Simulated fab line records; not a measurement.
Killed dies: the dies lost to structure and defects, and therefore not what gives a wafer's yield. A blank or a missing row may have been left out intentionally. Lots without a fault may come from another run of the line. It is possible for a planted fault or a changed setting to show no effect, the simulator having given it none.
fab line records	flow nandHarc
record lots=5	wafers=15	lastDay=33
route steps=1302 shown A_ONON_D2@552 END@1302
lots with no fault: from the same line, run without faults
startH: hours from the record's opening day to when the first of the lot's shown wafers began	waitH: hours from the lot's prior step to this one	" identical to the entry in the row above	L1.1+2: a row that stands for several wafers	- no value present, or no start provided	* or withheld: withheld	< > ~ a bound
route shown NAME@n: NAME is a module with steps in the file, n the number in the route of the first one	usual: average and standard deviation across the fault-free wafers	same: alike in all rows	chamber/n: place in a boat	sites: per-site readings	_std_site: standard deviation of those values	_edge_site: inner sites' mean taken away from outer sites' mean	radiusMm: for every site, how far away it sits from the centre of the wafer	mask NAME#n: copy n	behind: the tool/chamber that last shaped the wafer	hold: cause of the lot's hold/its duration in hours/its outcome	device: names the non-switching transistor (n, p or np)	end of line: tests run on the same wafers once the route is complete	a step with no rows: only its recipe	killed: dies lost to structure and defects at the first sort, not the wafer's yield	map: dies across one wafer; x = killed, . = not, _ = none there
set.NAME: setting as actually run; set.NAME@STEP: the setting as run at that earlier step	model.NAME: the simulator's own value behind a step, which no gauge read
certain route steps with their lots: each step a table, each wafer a row
services: from which hour (startH, from the record's first day; less than 0 if before it) a tool's chamber was out of use, for how many hours, and why
## steps
# step NHARC_A_ONON_D2_THK_MEAS_11
# recipe thkMeasGauge=ellipsometry
# usual thkNm=1000/10
lot.wafer	tool	chamber	startH	waitH	thkNm
L840.1	filmMetro-02	-	308.09	-	995
L840.4	"	-	"	"	994
L840.6	"	-	"	"	995
L843.2	filmMetro-02	-	339.80	-	990
L843.4	"	-	"	"	989
L843.5	"	-	"	"	990
L852.2	filmMetro-02	-	418.87	-	992
L852.4	"	-	"	"	996
L852.6	"	-	"	"	995
L857.3	filmMetro-01	-	476.00	-	988
L857.5	"	-	"	"	989
L857.6	"	-	"	"	987
L858.1	filmMetro-02	-	476.02	-	987
L858.4	"	-	"	"	987
L858.5	"	-	"	"	989
# step NHARC_A_ONON_D2_DEP_12
# recipe targetThkA=10000	n2FlowSccm=2750	n2oFlowSccm=2000	nh3FlowSccm=500	sih4FlowSccm=210	tempC=400
# step NHARC_A_ONON_D2_THK_MEAS_14
# recipe thkMeasGauge=ellipsometry
# usual thkNm=1003/11
lot.wafer	tool	chamber	startH	waitH	thkNm
L840.1	filmMetro-01	-	308.66	-	997
L840.4	"	-	"	"	997
L840.6	"	-	"	"	998
L843.2	filmMetro-01	-	340.36	-	984
L843.4	"	-	"	"	985
L843.5	"	-	"	"	985
L852.2	filmMetro-01	-	419.43	-	1011
L852.4	"	-	"	"	1012
L852.6	"	-	"	"	1011
L857.3	filmMetro-01	-	476.57	-	1007
L857.5	"	-	"	"	1006
L857.6	"	-	"	"	1007
L858.1	filmMetro-02	-	476.60	-	1000
L858.4	"	-	"	"	999
L858.5	"	-	"	"	999
# step NHARC_A_ONON_D2_ANNEAL_15
# recipe tempC=750	timeS=3600
# step NHARC_A_ONON_D2_DEP_16
# recipe targetThkA=10000	n2FlowSccm=2750	n2oFlowSccm=2000	nh3FlowSccm=500	sih4FlowSccm=210	tempC=400
# step NHARC_A_ONON_D2_THK_MEAS_18
# recipe thkMeasGauge=ellipsometry
# usual thkNm=996/11
lot.wafer	tool	chamber	startH	waitH	thkNm
L840.1	filmMetro-01	-	317.12	-	987
L840.4	"	-	"	"	987
L840.6	"	-	"	"	988
L843.2	filmMetro-01	-	348.06	-	996
L843.4	"	-	"	"	998
L843.5	"	-	"	"	997
L852.2	filmMetro-02	-	426.78	-	997
L852.4	"	-	"	"	995
L852.6	"	-	"	"	995
L857.3	filmMetro-02	-	482.11	-	997
L857.5	"	-	"	"	998
L857.6	"	-	"	"	997
L858.1	filmMetro-01	-	482.29	-	1017
L858.4	"	-	"	"	1017
L858.5	"	-	"	"	1019
# step NHARC_A_ONON_D2_DEP_19
# recipe targetThkA=10000	n2FlowSccm=2750	n2oFlowSccm=2000	nh3FlowSccm=500	sih4FlowSccm=210	tempC=400
# step NHARC_A_ONON_D2_THK_MEAS_21
# recipe thkMeasGauge=ellipsometry
# usual thkNm=1000/10
lot.wafer	tool	chamber	startH	waitH	thkNm
L840.1	filmMetro-01	-	317.69	-	988
L840.4	"	-	"	"	987
L840.6	"	-	"	"	987
L843.2	filmMetro-02	-	348.63	-	1004
L843.4	"	-	"	"	1002
L843.5	"	-	"	"	1003
L852.2	filmMetro-02	-	427.35	-	994
L852.4	"	-	"	"	994
L852.6	"	-	"	"	994
L857.3	filmMetro-02	-	482.67	-	1006
L857.5	"	-	"	"	1006
L857.6	"	-	"	"	1007
L858.1	filmMetro-01	-	482.87	-	1007
L858.4	"	-	"	"	1007
L858.5	"	-	"	"	1008
# step NHARC_A_ONON_D2_DEP_22
# recipe targetThkA=10000	n2FlowSccm=2750	n2oFlowSccm=2000	nh3FlowSccm=500	sih4FlowSccm=210	tempC=400
# step NHARC_A_ONON_D2_THK_MEAS_24
# recipe thkMeasGauge=ellipsometry
# usual thkNm=1001/11
lot.wafer	tool	chamber	startH	waitH	thkNm
L840.1	filmMetro-02	-	318.26	-	990
L840.4	"	-	"	"	989
L840.6	"	-	"	"	988
L843.2	filmMetro-02	-	349.19	-	1031
L843.4	"	-	"	"	1032
L843.5	"	-	"	"	1031
L852.2	filmMetro-02	-	427.92	-	990
L852.4	"	-	"	"	990
L852.6	"	-	"	"	989
L857.3	filmMetro-01	-	483.24	-	1010
L857.5	"	-	"	"	1009
L857.6	"	-	"	"	1009
L858.1	filmMetro-02	-	483.44	-	986
L858.4	"	-	"	"	986
L858.5	"	-	"	"	986
# step NHARC_A_ONON_D2_DEP_25
# recipe targetThkA=10000	n2FlowSccm=2750	n2oFlowSccm=2000	nh3FlowSccm=500	sih4FlowSccm=210	tempC=400
# step NHARC_A_ONON_D2_THK_MEAS_27
# recipe thkMeasGauge=ellipsometry
# usual thkNm=998/9.8
lot.wafer	tool	chamber	startH	waitH	thkNm
L840.1	filmMetro-02	-	318.83	-	975
L840.4	"	-	"	"	975
L840.6	"	-	"	"	974
L843.2	filmMetro-01	-	349.75	-	1008
L843.4	"	-	"	"	1007
L843.5	"	-	"	"	1009
L852.2	filmMetro-02	-	428.48	-	992
L852.4	"	-	"	"	992
L852.6	"	-	"	"	990
L857.3	filmMetro-01	-	483.80	-	994
L857.5	"	-	"	"	992
L857.6	"	-	"	"	994
L858.1	filmMetro-02	-	484.01	-	997
L858.4	"	-	"	"	999
L858.5	"	-	"	"	998
# step NHARC_A_ONON_D2_DEP_28
# recipe targetThkA=10000	n2FlowSccm=2750	n2oFlowSccm=2000	nh3FlowSccm=500	sih4FlowSccm=210	tempC=400
# usual n2oFlowSccm=1999/6
lot.wafer	tool	chamber	startH	waitH	n2oFlowSccm
L840.1	pecvdOnon-03	0	318.89	0.1	1997
L840.4	"	0	"	"	1994
L840.6	"	0	"	"	1999
L843.2	pecvdOnon-04	0	349.87	0.1	2000
L843.4	"	0	"	"	1999
L843.5	"	0	"	"	2002
L852.2	pecvdOnon-03	0	428.60	0.1	1987
L852.4	"	0	"	"	2001
L852.6	"	0	"	"	1986
L857.3	pecvdOnon-04	0	483.97	0.2	2005
L857.5	"	0	"	"	2001
L857.6	"	0	"	"	2002
L858.1	pecvdOnon-01	0	484.07	0.1	1989
L858.4	"	0	"	"	1994
L858.5	"	0	"	"	2003
# step NHARC_A_ONON_D2_THK_MEAS_30
# recipe thkMeasGauge=ellipsometry
# usual thkNm=1001/8.3
lot.wafer	tool	chamber	startH	waitH	thkNm
L840.1	filmMetro-01	-	319.40	-	1013
L840.4	"	-	"	"	1015
L840.6	"	-	"	"	1012
L843.2	filmMetro-01	-	350.32	-	1008
L843.4	"	-	"	"	1006
L843.5	"	-	"	"	1066
L852.2	filmMetro-02	-	429.05	-	1005
L852.4	"	-	"	"	1006
L852.6	"	-	"	"	1007
L857.3	filmMetro-02	-	484.37	-	984
L857.5	"	-	"	"	985
L857.6	"	-	"	"	987
L858.1	filmMetro-01	-	484.58	-	994
L858.4	"	-	"	"	996
L858.5	"	-	"	"	995
# step NHARC_A_ONON_D2_DEP_33
# recipe targetThkA=2000	tempC=400	pressureTorr=6.5	rfW=900	teosFlowSccm=161.4	flowSccm=2650	targetThkNm=200	gas=O2	material=SiO2
# usual heaterPowerOuterW=318/66	heaterPowerW=581/95	throttleValvePct=15.8/0.41
lot.wafer	tool	chamber	startH	waitH	heaterPowerOuterW	heaterPowerW	throttleValvePct
L840.1	pecvd-02	1	319.55	0.1	317	597	15.4
L840.4	"	2	"	"	237	504	16.3
L840.6	"	1	"	"	316	627	15.4
L843.2	pecvd-03	1	350.46	0.1	337	594	15.6
L843.5	"	2	"	"	182	351	15.3
L843.4	"	0	"	"	416	697	15.3
L852.2	pecvd-03	0	429.10	0.1	368	631	15.5
L852.4	"	0	"	"	369	627	15.5
L852.6	"	1	"	"	361	621	16.7
L857.3	pecvd-02	0	484.47	0.1	410	742	15.9
L857.5	"	0	"	"	426	754	15.9
L857.6	"	1	"	"	264	521	15.2
L858.1	pecvd-02	1	484.78	0.2	228	483	15.3
L858.5	"	2	"	"	321	635	16.4
L858.4	"	1	"	"	234	500	15.3
# step NHARC_END_SORT_01
# recipe tempC=25
# usual killedAtArray=62/20	killedAtOther=0.8/1.1	killedAtPeriphery=3.5/2.4	killedDies=66/21	killedOpen=3.5/1.9	killedShort=2.5/1.7
# same grossDies=677
lot.wafer	tool	chamber	startH	waitH	killedAtArray	killedAtOther	killedAtPeriphery	killedDies	killedOpen	killedShort
L840.1	prober-02	0	588.75	2.5	81	0	2	83	4	2
L840.4	prober-02	0	591.13	3.4	75	0	3	78	4	2
L840.6	prober-02	0	592.72	4.0	82	0	1	83	6	3
L843.2	prober-01	0	644.48	2.8	86	1	4	91	2	2
L843.4	prober-01	0	646.07	3.4	75	3	3	81	3	1
L843.5	prober-01	0	646.86	3.7	63	1	5	69	4	3
L858.1	prober-01	0	771.89	2.5	56	0	2	58	3	0
L858.4	prober-01	0	774.29	3.4	65	3	2	70	10	1
L858.5	prober-01	0	775.09	3.7	59	0	3	62	1	0
L857.3	prober-02	0	781.31	3.1	39	0	1	40	4	5
L857.5	prober-02	0	782.90	3.7	40	0	2	42	3	2
L857.6	prober-02	0	783.69	4.0	37	2	2	41	6	2
# killed by level:class
L840.1 A_CHANNEL_HOLE_D1:chamberFilmFlake=30 A_SLIT:chamberFilmFlake=26 A_CHANNEL_HOLE_D2:chamberFilmFlake=10 A_STAIRCASE:chamberFilmFlake=5 A_CONTACT:chamberFilmFlake=4 A_CHANNEL_FILL_D2:geometricParticle:open=2 P_STI:geometricParticle:short=1 A_ONON_D1:geometricParticle:open=1
L840.4 A_CHANNEL_HOLE_D1:chamberFilmFlake=34 A_SLIT:chamberFilmFlake=27 A_CHANNEL_HOLE_D2:chamberFilmFlake=3 A_STAIRCASE:chamberFilmFlake=3 A_CONTACT:chamberFilmFlake=3 P_GATE:geometricParticle:open=1 P_CONTACT:geometricParticle:open=1 A_CHANNEL_FILL_D1:geometricParticle:short=1
L840.6 A_CHANNEL_HOLE_D1:chamberFilmFlake=30 A_SLIT:chamberFilmFlake=23 A_CHANNEL_HOLE_D2:chamberFilmFlake=12 A_CONTACT:chamberFilmFlake=3 A_BLC:chamberFilmFlake=3 A_ONON_D1:geometricParticle:short=2 A_M1:geometricParticle:open=2 A_STAIRCASE:chamberFilmFlake=2
L843.2 A_SLIT:chamberFilmFlake=33 A_CHANNEL_HOLE_D2:chamberFilmFlake=32 A_CHANNEL_HOLE_D1:chamberFilmFlake=5 A_CONTACT:chamberFilmFlake=5 A_STAIRCASE:chamberFilmFlake=3 P_ZERO_WELL:chamberFilmFlake=2 P_GATE:chamberFilmFlake=2 A_ZERO_WELL:chamberFilmFlake=2
L843.4 A_CHANNEL_HOLE_D2:chamberFilmFlake=29 A_SLIT:chamberFilmFlake=24 A_CHANNEL_HOLE_D1:chamberFilmFlake=8 A_STAIRCASE:chamberFilmFlake=5 A_ZERO_WELL:chamberFilmFlake=4 THIN_TSV:chamberFilmFlake=3 P_GATE:geometricParticle:open=1 A_CHANNEL_FILL_D1:geometricParticle:open=1
L843.5 A_SLIT:chamberFilmFlake=25 A_CHANNEL_HOLE_D2:chamberFilmFlake=16 A_CONTACT:chamberFilmFlake=5 P_GATE:chamberFilmFlake=3 A_CHANNEL_HOLE_D1:chamberFilmFlake=3 A_WL_FILL:chamberFilmFlake=3 A_ZERO_WELL:chamberFilmFlake=2 A_CHANNEL_FILL_D1:chamberFilmFlake=2
L858.1 A_CHANNEL_HOLE_D2:chamberFilmFlake=28 A_CHANNEL_HOLE_D1:chamberFilmFlake=9 A_SLIT:chamberFilmFlake=5 A_STAIRCASE:chamberFilmFlake=3 A_BONDPAD:chamberFilmFlake=3 A_DECK1_JOINT:chamberFilmFlake=2 A_CONTACT:chamberFilmFlake=2 A_CHANNEL_FILL_D1:geometricParticle:open=1
L858.4 A_CHANNEL_HOLE_D2:chamberFilmFlake=24 A_CHANNEL_HOLE_D1:chamberFilmFlake=14 A_SLIT:chamberFilmFlake=8 A_BONDPAD:chamberFilmFlake=4 A_STAIRCASE:chamberFilmFlake=3 A_CHANNEL_FILL_D2:geometricParticle:open=2 THIN_TSV:chamberFilmFlake=2 P_CONTACT:geometricParticle:open=1
L858.5 A_CHANNEL_HOLE_D2:chamberFilmFlake=28 A_CHANNEL_HOLE_D1:chamberFilmFlake=17 A_SLIT:chamberFilmFlake=5 A_CONTACT:chamberFilmFlake=4 P_M2:chamberFilmFlake=2 A_BONDPAD:chamberFilmFlake=2 A_CHANNEL_FILL_D1:geometricParticle:open=1 P_GATE:chamberFilmFlake=1
L857.3 A_CHANNEL_HOLE_D1:chamberFilmFlake=19 A_SLIT:chamberFilmFlake=5 A_CHANNEL_FILL_D1:geometricParticle:open=2 A_CHANNEL_FILL_D2:chamberFilmFlake=2 A_STAIRCASE:chamberFilmFlake=2 A_SOURCE_PLATE:geometricParticle:short=1 A_ONON_D1:geometricParticle:short=1 A_ONON_D2:geometricParticle:short=1
L857.5 A_CHANNEL_HOLE_D1:chamberFilmFlake=20 A_SLIT:chamberFilmFlake=10 A_CONTACT:chamberFilmFlake=3 A_STAIRCASE:chamberFilmFlake=2 A_CHANNEL_FILL_D1:geometricParticle:open=1 A_ONON_D2:geometricParticle:short=1 A_CHANNEL_HOLE_D2:geometricParticle:open=1 A_CHANNEL_HOLE_D2:geometricParticle:short=1
L857.6 A_CHANNEL_HOLE_D1:chamberFilmFlake=19 A_SLIT:chamberFilmFlake=7 A_BLC:geometricParticle:open=3 A_CONTACT:chamberFilmFlake=3 THIN_TSV:chamberFilmFlake=2 P_CONTACT:geometricParticle:open=1 A_ONON_D2:geometricParticle:short=1 A_CHANNEL_FILL_D2:geometricParticle:open=1
## services
tool	chamber	startH	hours	kind
pecvdOnon-04	-	311.25	13.0	pm
pecvd-02	2	337.17	6.5	repair
pecvd-03	0	338.86	5.1	repair
pecvd-02	0	339.17	7.6	repair
pecvd-03	-	366.27	13.0	pm
pecvd-03	0	366.27	13.0	ventCycle
pecvd-03	1	366.27	13.0	ventCycle
pecvd-03	2	366.27	13.0	ventCycle
pecvd-03	0	379.27	-	clean
pecvd-03	1	379.27	-	clean
pecvd-03	2	379.27	-	clean
pecvd-03	0	395.39	3.3	repair
pecvd-02	-	408.00	13.0	pm
pecvd-02	0	408.00	13.0	ventCycle
pecvd-02	1	408.00	13.0	ventCycle
pecvd-02	2	408.00	16.4	ventCycle
pecvdOnon-03	-	408.05	13.0	pm
pecvd-02	0	421.00	-	clean
pecvd-02	1	421.00	-	clean
pecvdOnon-01	-	450.00	13.0	pm
## key
firstSign step=NHARC_A_ONON_D2_THK_MEAS_30	reading=thkNm	direction=up	sigmas=7.9	usual=1001	struck=1066
effect none on later readings
metAt NHARC_A_ONON_D2_DEP_28
struckWafers L843.5
testerLeftOut L843
fault kind=processParameterDrift	tool=pecvdOnon-04	chamber=-	onsetH=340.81	steps=NHARC_A_ONON_D2_DEP_28	channel=targetThkA	offset=*	shape=step	endH=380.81	scope=struckWafersOnly	actsIn=*	stated=*
# testerLeftOut: of these lots the tester's yield and bins aren't shown, on N5 and GAA mostly nor the transistor test; their killed dies are dies lost to structure and defects alone, not to doping, threshold or leakage, so they don't give the yield
